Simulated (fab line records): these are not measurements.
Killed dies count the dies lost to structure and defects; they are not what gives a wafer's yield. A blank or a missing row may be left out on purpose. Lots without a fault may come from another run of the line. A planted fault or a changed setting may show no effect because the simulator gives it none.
Comparing a struck lot with a sound one + flow n5_finfet + 35 steps out of a route of 1938
Sound: these wafers, L651.3, L651.4, L651.5. Wafers struck: L652.1, L652.4, L652.5. Last of all comes the cause.
Order at every step that has rows: each side's tool, ch and its chambers, its first start. Under that, the readings that differ: sound wafers + struck wafers + difference of the means + sigmas: that difference in standard deviations of wafers without a fault.
alike: readings whose means differ by less than 2 such deviations, and words and numbers that are the same on both sides. not compared: withheld readings, readings that some wafer has no value for, bounds like >300 that may hide the same value, and numbers for which the record gives no deviation and whose values overlap.
Wherever a step has rows on one side only, a row that says differs or no value, or a row with sigmas, the two part there. Numbers that don't overlap but have no deviation are shown without sigmas and don't part them. Lack of a reading on every wafer of one side parts them only where that side has two or more wafers.

first, 8 steps without rows for these wafers: N5_BEOL_M6_ECD_50 (material Cu, target thk 300 nm); N5_BEOL_M6_ANNEAL_51 (time 90 s); N5_BEOL_M6_CMP_52 (polishes, stops on SiCOH lowk, t overpolish 6.9 s, target thk 80 nm); N5_BEOL_M6_PRE_CLEAN_55 (time 15 s); N5_BEOL_M6_DEP_56 (deposits SiCN from 3MS/NH3, target thk 10 nm, time 17.5 s); N5_BEOL_M7_ILD_DEP_00 (deposits SiCOH lowk from DEMS/porogen, target thk 179.75 nm, time 33.4 s); N5_BEOL_M7_CURE_74 (cures SiCOH lowk, time 240 s); N5_BEOL_M7_PECVD_70 (deposits SiO2 from TEOS/O2, target thk 20 nm, time 22.7 s).
N5_BEOL_M7_HM_DEP_02: deposits TiN, target thk 20 nm.
  struck on pvd_sputter-03, day 12 06:22; sound on pvd_sputter-03, day 12 02:03
| reading                                    | sound          | struck         | difference | sigmas |
|--------------------------------------------|----------------|----------------|------------|--------|
| model.TiN_of_BEOL_M7_HM_DEP_02.thk_nm (nm) | 19.8 19.8 19.6 | 26.6 26.6 26.6 | +6.9       |        |
  alike: susceptor_temp_C, throttle_valve_pct
then, 13 steps without rows for these wafers: N5_BEOL_M7_COAT_59 (time 60 s, resist thk 100 nm); N5_BEOL_M7_COAT_60 (time 60 s, resist thk 35 nm); N5_BEOL_M7_COAT_05 (resist thk 90 nm); N5_BEOL_M7_EBR_07; N5_BEOL_M7_SOFTBAKE_06 (time 60 s); N5_BEOL_M7_EXPOSE_08 (exposes mask M7); N5_BEOL_M7_PEB_09 (peb time 60 s); N5_BEOL_M7_DEVELOP_10 (develop time 30 s); N5_BEOL_M7_DESCUM_16 (chemistry O2, time 7.9 s); N5_BEOL_M7_ETCH_61 (etches SiARC in CF4, target depth 45.5 nm, time 75.8 s); N5_BEOL_M7_ETCH_62 (etches SOC in N2/H2, target depth 110 nm, overetch 22 nm, time 165 s); N5_BEOL_M7_STRIP_68 (strips in N2/H2); N5_BEOL_M7_STRIP_67 (strips in CF4).
N5_BEOL_M7_HM_OPEN_17: chemistry Cl2/BCl3, target TiN, target depth 20 nm, overetch 6 nm.
  sound on rie_metal-01 ch 1, day 12 02:51; struck on rie_metal-03 ch 0,1, day 12 07:59
| reading                     | sound             | struck            | difference | sigmas |
|-----------------------------|-------------------|-------------------|------------|--------|
| drypump_motor_current_A (A) | 6.6 6.6 6.6       | 5.4 6.5 5.4       | -0.8       | -2     |
| model.etch.depth_nm (nm)    | 19.78 19.89 19.54 | 26.42 25.72 26.47 | +6.47      |        |
  alike: oes_product_au, throttle_valve_pct
  not compared: rf_hours_counter_h
then, 10 steps without rows for these wafers: N5_BEOL_M7_STRIP_19 (strips in O2); N5_BEOL_M7_COAT_63 (time 60 s, resist thk 60 nm); N5_BEOL_M7_COAT_64 (time 60 s, resist thk 12 nm); N5_BEOL_M7_COAT_71 (time 60 s, resist thk 5 nm); N5_BEOL_M7_COAT_22 (resist thk 30 nm); N5_BEOL_M7_EBR_24; N5_BEOL_M7_SOFTBAKE_23 (time 60 s); N5_BEOL_M7_EXPOSE_25 (exposes mask V6, target cd 40 nm); N5_BEOL_M7_PEB_26 (peb time 60 s); N5_BEOL_M7_DEVELOP_27 (develop time 30 s).
N5_BEOL_M7_TRENCH_ETCH_37: etches SiCOH lowk in C4F6/O2, target depth 93.478 nm, time 31.2 s.
  sound on rie_diel-06 ch 0,2,3; struck on rie_diel-02 ch 0,1,3
| reading                                    | sound          | struck      | difference | sigmas |
|--------------------------------------------|----------------|-------------|------------|--------|
| drypump_motor_current_A (A)                | 4.8 4.8 4.6    | 6.0 5.9 5.8 | +1.2       | +3     |
| model.TiN_of_BEOL_M7_HM_DEP_02.thk_nm (nm) | 17.2 17.2 16.8 | 24 24 24    | +7         |        |
  alike: oes_o_777_au, oes_product_au, rf_vpp_V, showerhead_plenum_p_Torr, throttle_valve_pct
  not compared: rf_hours_counter_h
-- the record jumps here: 3 days lie between the struck wafers' starts before and after (it left off in module BEOL_M7 and takes up again in module PASSIVATION, whose first step shown is number 1936 of the route) --
N5_PASSIVATION_PROBE_49:
  record: rows for the struck wafers here (prober-01, day 15 11:38), none for the sound ones

## WHERE THEY PART
First at N5_BEOL_M7_HM_OPEN_17; last, within this record, at N5_PASSIVATION_PROBE_49.

WHY: what the simulator had put in
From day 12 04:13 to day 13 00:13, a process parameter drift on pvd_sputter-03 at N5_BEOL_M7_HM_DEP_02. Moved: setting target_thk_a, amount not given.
